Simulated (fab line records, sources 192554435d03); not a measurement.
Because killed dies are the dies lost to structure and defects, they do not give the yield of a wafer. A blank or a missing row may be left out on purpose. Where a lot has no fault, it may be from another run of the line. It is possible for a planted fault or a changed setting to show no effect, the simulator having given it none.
fab line records	flow n5-finfet
[record] lots = 6	wafers = 18	last-day = 19
route steps=1938 shown STI_FIN_REVEAL@211 DUMMY_GATE@212 BEOL_M4@1111
lots with no fault: from the same line, run without faults
start-h: start of the lot's first displayed wafer, in hours after the record's first day	wait-h: hours since the lot's step before	" the same as in the row above	L1.1+2: several wafers, shown together as one row	- no value, or no start given	* or withheld: withheld	< > ~ a bound
route shown NAME@n: NAME is a module with steps in the file, n the number in the route of the first one	usual: mean/standard deviation of fault-free wafers	same: alike in all rows	chamber/n: place in a boat	sites: the reading at each site	_std_site: their standard deviation	_edge_site: the outer-site mean with the inner-site mean subtracted	radius-mm: how far each site lies from the wafer's centre	mask NAME#n: copy n	behind: the tool/chamber that last shaped the wafer	hold: the reason the lot was held/the length of the hold in hours/how it ended	device: transistor that didn't switch, given as n, p or np	end of line: at the end of the route, the tests of the same wafers	a step without rows: its recipe alone	killed: not the wafer's yield, but the dies lost to structure and defects at the first sort	map: shows each die of a wafer: x if killed, . if not, _ if none is there
set.NAME: setting as actually run; set.NAME@STEP: the setting as run at that earlier step	model.NAME: the simulator's own value behind a step, which no gauge read
a table for each step, a row for each wafer; lots at some steps of the route
services: the hour from which a tool's chamber was out of use, counted from the record's first day as start-h (under 0 if before that day), plus the number of hours and why
[[steps]]
[step N5_STI_FIN_REVEAL_INSPECT_13]
[recipe] inspect-instrument = darkfield	mode = post-clean
[usual] raw-defect-count = 13/6.3
lot.wafer	tool	chamber	start-h	wait-h	raw-defect-count
L164.1	defect-inspect-02	-	56.99	0.0	13
L164.2	"	-	"	"	10
L164.3	"	-	"	"	11
L170.1	defect-inspect-01	-	91.68	0.0	2
L170.4	"	-	"	"	9
L170.5	"	-	"	"	5
L180.2	defect-inspect-01	-	150.74	0.0	15
L180.4	"	-	"	"	21
L180.5	"	-	"	"	14
L181.4	defect-inspect-01	-	159.05	0.0	17
L181.5	"	-	"	"	11
L181.6	"	-	"	"	9
L183.1	defect-inspect-01	-	175.86	0.0	10
L183.2	"	-	"	"	9
L183.3	"	-	"	"	9
L184.2	defect-inspect-02	-	179.43	0.0	10
L184.4	"	-	"	"	6
L184.5	"	-	"	"	16
[step N5_DUMMY_GATE_PRECLEAN_00]
[recipe] chemistry = O3/DIW	time-s = 60	temp-c = 22	o3-ppm = 10
[step N5_DUMMY_GATE_SRD_01]
[recipe] time-s = 30	temp-c = 23	rinse-liquid = diw	dry = ipa-marangoni
[step N5_DUMMY_GATE_ALD_02]
[recipe] material = SiO2	target-thk-a = 20	temp-c = 300	ald-precursor-family = BDEAS	ald-co-reactant = O2-plasma	pulse-time-s = 1	pressure-torr = 2
[usual] heater-power-w = 471/40	precursor-pulse-height-rel = 1.000/0.019	susceptor-temp-C = 300.02/0.17
lot.wafer	tool	chamber	start-h	wait-h	heater-power-w	precursor-pulse-height-rel	susceptor-temp-C
L164.1	ald-sin-04	1	57.09	0.0	509	1.039	300.03
L164.2	"	2	"	"	533	0.984	299.83
L164.3	"	3	"	"	489	1.007	299.65
L170.1	ald-sin-03	3	92.03	0.2	450	0.970	300.16
L170.4	"	0	"	"	431	0.989	299.80
L170.5	"	3	"	"	431	0.991	300.11
L180.2	ald-sin-02	0	150.84	0.0	491	1.001	300.16
L180.4	"	3	"	"	366	0.973	299.98
L180.5	"	1	"	"	492	1.024	299.82
L181.4	ald-sin-03	2	160.53	1.4	496	0.995	300.18
L181.5	"	2	"	"	489	1.000	300.31
L181.6	"	3	"	"	446	1.017	300.33
L183.1	ald-sin-04	0	175.96	0.0	460	0.991	299.89
L183.2	"	2	"	"	545	0.990	299.80
L183.3	"	1	"	"	510	0.991	299.98
L184.2	ald-sin-02	1	180.62	1.1	479	1.008	299.92
L184.4	"	0	"	"	501	0.970	300.35
L184.5	"	0	"	"	491	0.960	299.92
[step N5_DUMMY_GATE_CVD_03]
[recipe] material = a-Si	target-thk-a = 1500	temp-c = 530	precursor = SiH4	time-s = 8042
[step N5_DUMMY_GATE_PRECLEAN_46]
[recipe] chemistry = DIW	time-s = 89.5	temp-c = 23
[step N5_DUMMY_GATE_SRD_47]
[recipe] dry-time-s = 32	dry = n2-spin	spin-rpm = 1500
[step N5_DUMMY_GATE_CMP_04]
[recipe] material = a-Si	post-cmp-clean = alkaline-brush
[usual] edge-zone-pressure-frac = 1.000/0.0053	motor-current-A = 9.9/0.86	pad-life-wafers = 941/490	slurry-flow-ml-min = 150.0/0.44	time-to-endpoint-s = 13.8/2
lot.wafer	tool	chamber	start-h	wait-h	edge-zone-pressure-frac	motor-current-A	pad-life-wafers	slurry-flow-ml-min	time-to-endpoint-s
L164.2	cmp-02	1	60.93	0.0	1.001	9.9	1032	149.9	12.7
L164.3	"	2	"	"	1.002	9.5	1033	149.1	11.0
L164.1	"	0	"	"	0.992	8.7	1035	150.0	11.3
L170.4	cmp-04	0	95.89	0.0	0.998	10.4	678	149.8	15.3
L170.1	"	2	"	"	1.001	9.8	680	149.1	16.3
L170.5	"	1	"	"	1.004	10.3	-	150.5	13.2
L180.2	cmp-02	2	154.72	0.1	0.996	9.5	1801	150.0	11.6
L180.4	"	0	"	"	0.998	8.3	1803	149.9	12.8
L180.5	"	1	"	"	1.002	10.5	-	149.7	15.2
L181.4	cmp-03	0	164.47	0.1	0.995	9.6	975	149.5	17.6
L181.5	"	1	"	"	1.000	9.7	-	149.7	16.4
L181.6	"	2	"	"	0.994	9.9	-	150.1	16.7
L183.3	cmp-02	1	179.81	0.0	0.987	10.1	1992	149.9	16.9
L183.1	"	2	"	"	1.004	9.2	1993	150.1	13.8
L183.2	"	0	"	"	0.996	8.7	1995	150.3	14.9
L184.2	cmp-04	0	184.53	0.1	1.002	10.5	1328	150.5	14.9
L184.4	"	1	"	"	1.002	10.3	1329	150.8	11.5
L184.5	"	2	"	"	1.005	10.2	-	150.4	14.4
[step N5_DUMMY_GATE_THK_MEAS_05]
[usual] thk-nm = 72.0/0.96
lot.wafer	tool	chamber	start-h	wait-h	thk-nm
L164.1	film-metro-01	-	61.17	0.1	70.0
L164.2	"	-	"	"	70.6
L164.3	"	-	"	"	71.1
L170.1	film-metro-01	-	96.13	0.1	73.2
L170.4	"	-	"	"	70.9
L170.5	"	-	"	"	70.7
L180.2	film-metro-02	-	154.94	0.2	71.9
L180.4	"	-	"	"	72.4
L180.5	"	-	"	"	72.7
L181.4	film-metro-02	-	164.62	0.1	74.5
L181.5	"	-	"	"	71.3
L181.6	"	-	"	"	72.3
L183.1	film-metro-02	-	180.05	0.2	71.6
L183.2	"	-	"	"	72.3
L183.3	"	-	"	"	73.1
L184.2	film-metro-02	-	184.70	0.1	71.4
L184.4	"	-	"	"	71.0
L184.5	"	-	"	"	71.9
[step N5_DUMMY_GATE_HM_DEP_06]
[recipe] material = SiNx	target-thk-a = 800	precursor = DCS/NH3	temp-c = 700	pressure-mtorr = 300	time-s = 5141
[step N5_DUMMY_GATE_PECVD_30]
[recipe] material = SiO2	target-thk-a = 550	temp-c = 400	precursor = TEOS/O2	pressure-torr = 6.5	rf-w = withheld	teos-flow-sccm = withheld	gas = O2	flow-sccm = 2650	time-s = 10.8
[step N5_DUMMY_GATE_COAT_34]
[recipe] resist = SOC	temp-c = 250	time-s = 60	spin-rpm = 1500	resist-thk-nm = 60
[step N5_DUMMY_GATE_COAT_35]
[recipe] resist = SiARC	temp-c = 220	time-s = 60	spin-rpm = 1500	resist-thk-nm = 10
[usual] spin-speed-rpm = 1499.9/1.1
lot.wafer	tool	chamber	start-h	wait-h	spin-speed-rpm	model.SiARC_of_DUMMY_GATE_COAT_35.thk-nm
L164.1	litho-track-04	0	65.22	-	1498.3	10
L164.2	"	0	"	"	1499.7	10
L164.3	"	0	"	"	1500.3	10
L170.1	litho-track-01	0	100.16	-	1501.8	10
L170.4	"	0	"	"	1500.4	10
L170.5	"	0	"	"	1499.7	10
L180.2	litho-track-01	0	158.96	-	1803.8	9
L180.4	"	0	"	"	1804.7	9.2
L180.5	"	0	"	"	1802.9	9.2
L181.4	litho-track-01	0	168.66	-	1803.0	9.2
L181.5	"	0	"	"	1806.4	9.2
L181.6	"	0	"	"	1805.2	9.2
L183.1	litho-track-04	0	184.08	-	1499.8	10
L183.2	"	0	"	"	1500.7	10
L183.3	"	0	"	"	1500.4	10
L184.2	litho-track-05	0	188.73	-	1500.3	10
L184.4	"	0	"	"	1499.7	10
L184.5	"	0	"	"	1500.6	10
[step N5_DUMMY_GATE_COAT_28]
[recipe] resist = underlayer	temp-c = 205	time-s = 60	spin-rpm = 1500	resist-thk-nm = 10
[step N5_DUMMY_GATE_COAT_09]
[recipe] resist = CAR-EUV	spin-rpm = 1500	resist-thk-nm = 30
[step N5_DUMMY_GATE_EBR_11]
[recipe] solvent = PGMEA	ebr-width-mm = 1.5
[step N5_DUMMY_GATE_SOFTBAKE_10]
[recipe] temp-c = 110	time-s = 60	resist = CAR-EUV
[step N5_DUMMY_GATE_EXPOSE_12]
[recipe] mask-id = GATE	na = 0.33	source-shape = annular	sigma-inner = 0.2	sigma-outer = 0.6	polarization = unpolarized	target-cd-nm = 25	dose-mj = 34
[step N5_DUMMY_GATE_PEB_13]
[recipe] peb-temp-c = 100	peb-time-s = 60	resist = CAR-EUV
[step N5_DUMMY_GATE_DEVELOP_14]
[recipe] develop-time-s = 30	developer = TMAH	resist = CAR-EUV	rinse-liquid = surfactant-rinse	dry = air-spin	dev-temp-c = 23
[step N5_DUMMY_GATE_CD_MEAS_15]
[recipe] target-cd-nm = 25.8	landing-energy-ev = 500	detector = se-inlens
[usual] cd-nm = 24.99/0.23
lot.wafer	tool	chamber	start-h	wait-h	cd-nm
L164.1	cd-sem-02	0	65.52	-	25.10
L164.2	"	0	"	"	25.09
L164.3	"	0	"	"	25.25
L170.1	cd-sem-01	0	100.42	-	24.99
L170.4	"	0	"	"	24.63
L170.5	"	0	"	"	24.61
L180.2	cd-sem-01	0	159.36	-	24.81
L180.4	"	0	"	"	25.10
L180.5	"	0	"	"	25.27
L181.4	cd-sem-03	0	168.93	-	24.33
L181.5	"	0	"	"	25.23
L181.6	"	0	"	"	25.50
L183.1	cd-sem-01	0	184.47	-	24.67
L183.2	"	0	"	"	25.45
L183.3	"	0	"	"	24.75
L184.2	cd-sem-01	0	189.12	-	25.06
L184.4	"	0	"	"	25.26
L184.5	"	0	"	"	24.84
[step N5_DUMMY_GATE_OVL_MEAS_16]
[recipe] points-per-wafer = 522
[usual] GATE_OVL = -0.5/0.69
lot.wafer	tool	chamber	start-h	wait-h	GATE_OVL[nm]
L164.1	overlay-02	0	65.56	0.0	-0.9
L164.2	"	0	"	"	-1.5
L164.3	"	0	"	"	-0.7
L170.1	overlay-02	0	100.46	0.0	-0.6
L170.4	"	0	"	"	-0.4
L170.5	"	0	"	"	-0.5
L180.2	overlay-02	0	159.40	0.0	-1.0
L180.4	"	0	"	"	-0.1
L180.5	"	0	"	"	-0.2
L181.4	overlay-02	0	168.98	0.0	-0.4
L181.5	"	0	"	"	0.9
L181.6	"	0	"	"	-0.1
L183.1	overlay-02	0	184.51	0.0	-0.2
L183.2	"	0	"	"	0.6
L183.3	"	0	"	"	-0.1
L184.2	overlay-01	0	189.17	0.0	-0.1
L184.4	"	0	"	"	-0.5
L184.5	"	0	"	"	-1.5
[step N5_DUMMY_GATE_INSPECT_17]
[recipe] mode = adi	inspect-instrument = brightfield
[usual] raw-defect-count = 200/51
lot.wafer	tool	chamber	start-h	wait-h	raw-defect-count
L164.1	defect-inspect-01	-	65.62	0.1	187
L164.2	"	-	"	"	165
L164.3	"	-	"	"	166
L170.1	defect-inspect-02	-	100.52	0.1	318
L170.4	"	-	"	"	217
L170.5	"	-	"	"	305
L180.2	defect-inspect-01	-	159.46	0.0	306
L180.4	"	-	"	"	225
L180.5	"	-	"	"	265
L181.4	defect-inspect-02	-	169.02	0.0	223
L181.5	"	-	"	"	172
L181.6	"	-	"	"	198
L183.1	defect-inspect-02	-	184.57	0.1	177
L183.2	"	-	"	"	263
L183.3	"	-	"	"	162
L184.2	defect-inspect-01	-	189.22	0.0	198
L184.4	"	-	"	"	209
L184.5	"	-	"	"	155
[step N5_DUMMY_GATE_DESCUM_20]
[recipe] chemistry = O2	time-s = 6.2	source-power-w = 50	bias-power-w = 20	pressure-mtorr = 20	rf-frequency-hz = 2.712e+07	temp-c = 40	resist = CAR-EUV	o2-flow-sccm = 225
[usual] drypump-motor-current-A = 5.5/0.42	oes-product-au = 0.79/0.077	rf-vpp-V = 243.4/1.2	showerhead-plenum-p-Torr = 2.10/0.044	throttle-valve-pct = 20.36/0.23
lot.wafer	tool	chamber	start-h	wait-h	drypump-motor-current-A	oes-product-au	rf-hours-counter-h	rf-vpp-V	showerhead-plenum-p-Torr	throttle-valve-pct
L164.1	rie-diel-03	3	66.05	0.4	5.4	0.79	112	242.4	2.09	20.58
L164.2	"	0	"	"	6.2	0.70	236	242.4	2.07	20.43
L164.3	"	1	"	"	5.1	0.87	49	244.8	2.13	20.18
L170.1	rie-diel-03	2	100.55	0.0	5.8	0.73	160	245.9	2.17	20.12
L170.4	"	1	"	"	5.1	0.85	59	242.8	2.12	20.19
L170.5	"	1	"	"	5.1	0.85	-	243.7	2.12	20.18
L180.2	rie-diel-05	0	159.81	0.4	4.9	0.69	212	244.0	2.07	20.69
L180.4	"	1	"	"	4.9	0.89	52	244.6	2.04	20.17
L180.5	"	1	"	"	4.9	0.88	-	240.6	2.04	20.17
L181.4	rie-diel-05	3	169.05	0.0	5.4	0.77	125	242.7	2.10	20.16
L181.5	"	3	"	"	5.4	0.77	-	244.4	2.10	20.16
L181.6	"	0	"	"	4.9	0.70	-	242.4	2.07	20.69
L183.1	rie-diel-03	3	184.63	0.1	5.4	0.75	146	243.5	2.08	20.62
L183.2	"	2	"	"	5.8	0.71	185	244.3	2.16	20.14
L183.3	"	0	"	"	6.2	0.92	11	241.8	2.06	20.15
L184.2	rie-diel-06	1	189.25	0.0	5.7	0.97	4	245.5	2.23	20.22
L184.4	"	1	"	"	5.8	0.96	-	245.4	2.23	20.22
L184.5	"	0	"	"	5.4	0.72	-	244.6	2.07	20.66
[step N5_DUMMY_GATE_ETCH_29]
[recipe] chemistry = N2/H2	target = underlayer	target-depth-a = 130	ion-energy-ev = 200	pressure-mtorr = 30	source-w = 840	bias-w = 150	n2-flow-sccm = 200	h2-flow-sccm = 200
[usual] drypump-motor-current-A = 5.5/0.42	oes-product-au = 0.79/0.078	rf-vpp-V = 524.2/1.7	showerhead-plenum-p-Torr = 2.55/0.052	throttle-valve-pct = 17.82/0.25
lot.wafer	tool	chamber	start-h	wait-h	drypump-motor-current-A	oes-product-au	rf-hours-counter-h	rf-vpp-V	showerhead-plenum-p-Torr	throttle-valve-pct
L164.1	rie-diel-03	3	66.11	0.0	5.4	0.79	112	525.1	2.56	18.11
L164.2	"	0	"	"	6.3	0.70	236	524.1	2.51	17.91
L164.3	"	1	"	"	5.1	0.86	49	524.4	2.58	17.62
L170.1	rie-diel-03	2	100.62	0.0	5.8	0.72	160	525.7	2.63	17.57
L170.4	"	1	"	"	5.1	0.85	59	524.5	2.58	17.63
L170.5	"	1	"	"	5.1	0.85	-	523.8	2.58	17.63
L180.2	rie-diel-05	0	159.87	0.0	4.9	0.70	212	522.1	2.52	18.12
L180.4	"	1	"	"	4.9	0.87	52	522.3	2.48	17.59
L180.5	"	1	"	"	5.0	0.89	-	523.0	2.48	17.57
L181.4	rie-diel-05	3	169.12	0.0	5.4	0.77	125	525.8	2.55	17.58
L181.5	"	3	"	"	5.4	0.77	-	525.1	2.55	17.59
L181.6	"	0	"	"	4.9	0.70	-	521.4	2.52	18.14
L183.1	rie-diel-03	3	184.70	0.0	5.4	0.77	146	522.2	2.55	18.17
L183.2	"	2	"	"	5.7	0.70	185	526.4	2.62	17.62
L183.3	"	0	"	"	6.2	0.94	11	523.2	2.50	17.57
L184.2	rie-diel-06	1	189.32	0.0	5.7	0.96	4	527.3	2.71	17.69
L184.4	"	1	"	"	5.7	0.96	-	528.8	2.71	17.69
L184.5	"	0	"	"	5.4	0.72	-	521.1	2.52	18.12
[step N5_DUMMY_GATE_ETCH_36]
[recipe] chemistry = CF4	target = SiARC	target-depth-a = 130	pressure-mtorr = 40	source-w = 545	bias-w = 36	Ar_flow_sccm = 100	cf4-flow-sccm = 100	ion-energy-ev = 80
[usual] drypump-motor-current-A = 5.5/0.42	oes-product-au = 0.79/0.077	rf-vpp-V = 184.1/1	showerhead-plenum-p-Torr = 2.15/0.045	throttle-valve-pct = 15.57/0.24
lot.wafer	tool	chamber	start-h	wait-h	drypump-motor-current-A	oes-product-au	rf-hours-counter-h	rf-vpp-V	showerhead-plenum-p-Torr	throttle-valve-pct
L164.1	rie-diel-03	3	66.15	0.0	5.4	0.79	112	184.1	2.15	15.80
L164.2	"	0	"	"	6.2	0.70	236	183.9	2.11	15.69
L164.3	"	1	"	"	5.1	0.85	49	184.3	2.17	15.33
L170.1	rie-diel-03	2	100.66	0.0	5.8	0.72	160	185.0	2.23	15.41
L170.4	"	1	"	"	5.1	0.85	59	184.7	2.17	15.36
L170.5	"	1	"	"	5.1	0.84	-	183.9	2.17	15.34
L180.2	rie-diel-05	0	159.91	0.0	4.9	0.69	212	185.2	2.12	15.92
L180.4	"	1	"	"	4.9	0.86	52	183.8	2.09	15.34
L180.5	"	1	"	"	4.9	0.87	-	184.1	2.09	15.31
L181.4	rie-diel-05	3	169.16	0.0	5.4	0.76	125	185.7	2.15	15.38
L181.5	"	3	"	"	5.4	0.76	-	184.1	2.15	15.39
L181.6	"	0	"	"	4.9	0.69	-	184.7	2.12	15.91
L183.1	rie-diel-03	3	184.74	0.0	5.5	0.76	146	183.6	2.14	15.86
L183.2	"	2	"	"	5.8	0.70	185	183.8	2.22	15.47
L183.3	"	0	"	"	6.3	0.93	11	183.1	2.11	15.26
L184.2	rie-diel-06	1	189.36	0.0	5.7	0.96	4	186.7	2.28	15.34
L184.4	"	1	"	"	5.7	0.97	-	185.0	2.28	15.35
L184.5	"	0	"	"	5.4	0.71	-	184.5	2.12	15.87
[step N5_DUMMY_GATE_ETCH_37]
[recipe] chemistry = N2/H2	target = SOC	target-depth-a = 600	overetch-a = 300	temp-c = 40	ion-energy-ev = 200	pressure-mtorr = 30	source-w = 840	bias-w = 150	n2-flow-sccm = 200	h2-flow-sccm = 200
[usual] drypump-motor-current-A = 5.5/0.42	oes-product-au = 0.63/0.059	rf-vpp-V = 524.3/1.8	showerhead-plenum-p-Torr = 2.55/0.054	throttle-valve-pct = 17.74/0.25
lot.wafer	tool	chamber	start-h	wait-h	drypump-motor-current-A	oes-product-au	rf-hours-counter-h	rf-vpp-V	showerhead-plenum-p-Torr	throttle-valve-pct	model.SiARC_of_DUMMY_GATE_COAT_35.thk-nm
L164.1	rie-diel-03	3	66.19	0.0	5.4	0.62	112	525.5	2.56	18.03	5
L164.2	"	0	"	"	6.3	0.55	236	523.7	2.51	17.84	5
L164.3	"	1	"	"	5.2	0.68	49	526.5	2.58	17.54	5
L170.1	rie-diel-03	2	100.70	0.0	5.8	0.58	160	527.8	2.63	17.49	5
L170.4	"	1	"	"	5.1	0.67	59	525.7	2.58	17.57	5
L170.5	"	1	"	"	5.1	0.67	-	526.3	2.58	17.55	5
L180.2	rie-diel-05	0	159.95	0.0	4.9	0.56	212	523.3	2.52	18.06	4.2
L180.4	"	1	"	"	4.9	0.69	52	521.0	2.48	17.51	4
L180.5	"	1	"	"	5.0	0.69	-	521.8	2.48	17.49	4
L181.4	rie-diel-05	3	169.20	0.0	5.4	0.61	125	525.2	2.55	17.53	4.2
L181.5	"	3	"	"	5.4	0.61	-	524.4	2.55	17.51	4
L181.6	"	0	"	"	4.9	0.56	-	524.7	2.52	18.06	4.2
L183.1	rie-diel-03	3	184.78	0.0	5.4	0.60	146	524.5	2.55	18.10	5
L183.2	"	2	"	"	5.8	0.57	185	527.3	2.62	17.53	5.2
L183.3	"	0	"	"	6.3	0.73	11	523.1	2.50	17.48	4.8
L184.2	rie-diel-06	1	189.40	0.0	5.7	0.76	4	528.8	2.71	17.62	5
L184.4	"	1	"	"	5.7	0.77	-	527.1	2.71	17.60	5
L184.5	"	0	"	"	5.4	0.57	-	522.7	2.52	18.07	5.2
[step N5_DUMMY_GATE_STRIP_38]
[recipe] chemistry = N2/H2	temp-c = 40	n2-flow-sccm = 200	h2-flow-sccm = 200	rf-frequency-hz = 6e+07
[step N5_BEOL_M4_RC_MEAS_101]
[usual] DIBL_N = 36.2/1.2	DIBL_P = 36.3/1.3	IOFF_N = 0.155/0.019	IOFF_P = 0.210/0.029	ION_N = 677/8.6	ION_P = 465/6.8	SS_N = 71.4/0.48	SS_P = 73.2/0.53	VT_N = 249.9/2.4	VT_P = -250/3.2
lot.wafer	tool	chamber	start-h	wait-h	DIBL_N[mV/V]	DIBL_P[mV/V]	IOFF_N[nA/um]	IOFF_P[nA/um]	ION_N[uA/um]	ION_P[uA/um]	SS_N[mV/dec]	SS_P[mV/dec]	VT_N[mV]	VT_P[mV]
L164.1	prober-01	0	187.68	0.0	33.5	33.4	0.115	0.167	666	460	70.0	72.9	253.5	-253
L164.2	"	0	"	"	36.2	37.8	0.177	0.238	681	471	71.1	73.6	249.4	-249
L164.3	"	0	"	"	34.9	35.6	0.138	0.198	680	468	70.9	73.4	252.1	-249
L170.1	prober-01	0	224.71	0.0	35.5	35.7	0.157	0.227	673	466	71.4	73.1	249.2	-245
L170.4	"	0	"	"	36.1	37.2	0.177	0.255	683	477	71.6	73.7	248.7	-246
L170.5	"	0	"	"	36.0	36.2	0.164	0.232	676	465	70.9	73.2	249.0	-246
L180.2	prober-02	0	285.07	0.2	35.9	36.4	0.171	0.222	679	466	71.4	73.7	246.4	-249
L180.4	"	0	"	"	34.9	35.4	0.147	0.206	673	465	71.1	73.6	248.3	-249
L180.5	"	0	"	"	34.3	34.5	0.136	0.191	675	464	71.1	72.9	251.9	-250
L181.4	prober-02	0	304.20	0.5	34.2	34.3	0.115	0.157	675	459	70.7	72.1	252.4	-255
L181.5	"	0	"	"	34.5	34.9	0.122	0.162	659	449	71.0	72.6	253.1	-254
L181.6	"	0	"	"	35.7	36.6	0.144	0.180	679	456	72.0	72.5	248.1	-252
L184.2	prober-02	0	322.93	0.2	35.8	33.9	0.136	0.171	666	457	71.1	72.9	251.7	-254
L184.4	"	0	"	"	36.1	33.6	0.143	0.177	672	460	71.0	73.5	252.1	-252
L184.5	"	0	"	"	34.6	32.5	0.121	0.152	661	452	70.6	72.2	253.8	-256
L183.1	prober-02	0	329.04	0.0	36.2	35.4	0.151	0.202	671	464	71.4	73.1	249.5	-252
L183.2	"	0	"	"	35.7	35.3	0.148	0.196	665	455	71.2	72.5	251.8	-252
L183.3	"	0	"	"	38.5	37.9	0.202	0.232	680	461	72.1	74.5	247.8	-252
[[services]]
tool	chamber	start-h	hours	kind
cmp-03	-	35.53	4.0	pm
ald-sin-04	1	38.41	8.5	repair
cmp-03	-	42.10	1.4	repair
rie-diel-06	1	45.23	9.4	repair
rie-diel-05	-	53.95	0.3	repair
ald-sin-02	3	59.10	24.9	repair
cmp-04	-	69.39	6.2	repair
ald-sin-04	1	77.96	9.3	repair
ald-sin-02	-	85.25	14.0	pm
cmp-03	-	91.12	5.3	pm
ald-sin-03	-	100.64	0.4	repair
ald-sin-04	-	101.83	6.0	pm
ald-sin-04	3	112.23	5.1	repair
cmp-02	-	129.15	2.0	repair
rie-diel-06	1	144.27	14.9	repair
rie-diel-03	3	152.15	13.5	repair
ald-sin-04	-	154.79	14.6	pm
rie-diel-03	-	157.17	10.0	pm
cmp-04	-	163.51	2.6	repair
rie-diel-05	3	175.74	3.6	repair
ald-sin-04	-	176.75	14.0	pm
cmp-04	-	179.49	2.6	pm
cmp-02	-	184.37	4.0	pm
cmp-03	-	186.39	4.2	pm
[[key]]
[first-sign] step = N5_DUMMY_GATE_COAT_35	reading = spin-speed-rpm	direction = up	sigmas = 99+	usual = *	struck = *
effect none on later readings
[model-effect] step = N5_DUMMY_GATE_COAT_35	value = SiARC_of_DUMMY_GATE_COAT_35.thk-nm	without = 10	struck = 9.167
[model-effect] step = N5_DUMMY_GATE_ETCH_37	value = SiARC_of_DUMMY_GATE_COAT_35.thk-nm	without = 5	struck = 4.1
met-at N5_DUMMY_GATE_COAT_35
struck-wafers L180.2,L180.4,L180.5,L181.4,L181.5,L181.6
onset-between 100.16 158.96
[fault] kind = process-parameter-drift	tool = litho-track-01	chamber = -	onset-h = 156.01	steps = N5_DUMMY_GATE_COAT_35	channel = spin-rpm	offset = *	shape = step	end-h = 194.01	acts-in = *	stated = *
